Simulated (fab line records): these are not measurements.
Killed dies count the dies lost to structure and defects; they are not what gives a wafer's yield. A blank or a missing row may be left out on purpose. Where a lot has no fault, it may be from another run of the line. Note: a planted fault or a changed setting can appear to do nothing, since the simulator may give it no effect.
Which tool did it? | flow n5-finfet | 9 lots, 23 wafers sampled, at 4 steps of a route of 1938

WHAT THE GAUGES SHOWED, per wafer
N5_BEOL_M0_SAQP_INSPECT_42: inspects for defects (brightfield).
lot  | measured     | on                | raw-defect-count
L549 | day 5 14:45  | defect-inspect-02 | 323 274 333
L551 | day 6 01:11  | defect-inspect-02 | 371 219 338
L555 | day 7 11:20  | defect-inspect-01 | 1187 182
L556 | day 7 18:52  | defect-inspect-02 | 1196
L557 | day 7 20:04  | defect-inspect-02 | 1534 1315
L560 | day 8 07:36  | defect-inspect-01 | 346 323 262
L563 | day 8 22:58  | defect-inspect-01 | 266 350 319
L564 | day 9 07:24  | defect-inspect-02 | 304 357 465
L572 | day 11 14:02 | defect-inspect-01 | 292 434 460

EACH LOT AND THE TOOL THAT RAN IT (in order: tool; ch and the chambers of the sampled wafers; start)
lot  | N5_BEOL_M0_SAQP_MANDREL_ETCH_103 | N5_BEOL_M0_SAQP_RECESS_109         | N5_BEOL_M0_SAQP_SPACER2_ALD_26
L549 | rie-si-05 ch 0,3, day 5 12:44    | vapor-etch-01 ch 0,1, day 5 13:28  | ald-sin-01 ch 0,3, day 5 13:34
L551 | rie-si-03 ch 0,1,3, day 5 23:05  | vapor-etch-01 ch 0,1, day 5 23:47  | ald-sin-01 ch 1,2, day 5 23:55
L555 | rie-si-06 ch 1,2, day 7 09:19    | vapor-etch-01 ch 0,1, day 7 10:04  | ald-sin-02 ch 1,2, day 7 10:11
L556 | rie-si-03 ch 1, day 7 16:45      | vapor-etch-01 ch 0, day 7 17:29    | ald-sin-04 ch 1, day 7 17:49
L557 | rie-si-03 ch 3, day 7 17:28      | vapor-etch-01 ch 0, day 7 18:32    | ald-sin-01 ch 0,1, day 7 18:49
L560 | rie-si-05 ch 0,2,3, day 8 04:52  | vapor-etch-02 ch 0,1, day 8 05:47  | ald-sin-04 ch 1,2,3, day 8 06:27
L563 | rie-si-05 ch 0,2,3, day 8 20:52  | vapor-etch-02 ch 0,1, day 8 21:35  | ald-sin-04 ch 0,1,2, day 8 21:42
L564 | rie-si-03 ch 1,2,3, day 9 05:09  | vapor-etch-02 ch 0,1, day 9 05:57  | ald-sin-01 ch 2,3, day 9 06:16
L572 | rie-si-03 ch 1,2,3, day 11 11:47 | vapor-etch-02 ch 0,1, day 11 12:29 | ald-sin-02 ch 0,1,3, day 11 12:46
- N5_BEOL_M0_SAQP_MANDREL_ETCH_103: etches a-Si in HBr/Cl2, stops on SiCN, target depth 45 nm, bt time 10 s, time 27 s.
- N5_BEOL_M0_SAQP_RECESS_109: chemistry HF/NH3, target SiO2, target depth 3 nm, afs cycles 1, sublimation time 60 s.
- N5_BEOL_M0_SAQP_SPACER2_ALD_26: deposits SiO2, target thk 15 nm, pulse time 1 s, purge time 2 s.

THE ANSWER, worked out from the rows above alone
Rule: what is usual is taken from the lots themselves. The widest of any qualifying gaps counts: lots, ordered by their means at a reading, are off when they make up no more than a third of the lots, leave a main group of 4 or more, and stand apart from it by 3 or more times the standard deviation of that group's means. If all means in a main group match to the digits the tables above print for the reading, that group is not used. A lot without any number at a reading at which 4 lots or more have one is off too. Where the step has rows for the other lots, those lots are counted as sound.
Off at N5_BEOL_M0_SAQP_INSPECT_42 (raw-defect-count): L555, L556, L557. The main group: mean 335, standard deviation 36.
A tool fits if, at a process step before that reading, it ran every lot that is off, and no sound lot after the first of them. Gauges at N5_BEOL_M0_SAQP_INSPECT_42: tried the same way as those tools. One fits: vapor-etch-01 at N5_BEOL_M0_SAQP_RECESS_109. Its last sound lot is L551 (day 5 23:47), its first lot that is off L555 (day 7 10:04): a fault that began between those two fits.

WHAT THE SIMULATOR HAD PUT IN
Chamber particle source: vapor-etch-01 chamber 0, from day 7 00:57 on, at N5_BEOL_M0_SAQP_RECESS_109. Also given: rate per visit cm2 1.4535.
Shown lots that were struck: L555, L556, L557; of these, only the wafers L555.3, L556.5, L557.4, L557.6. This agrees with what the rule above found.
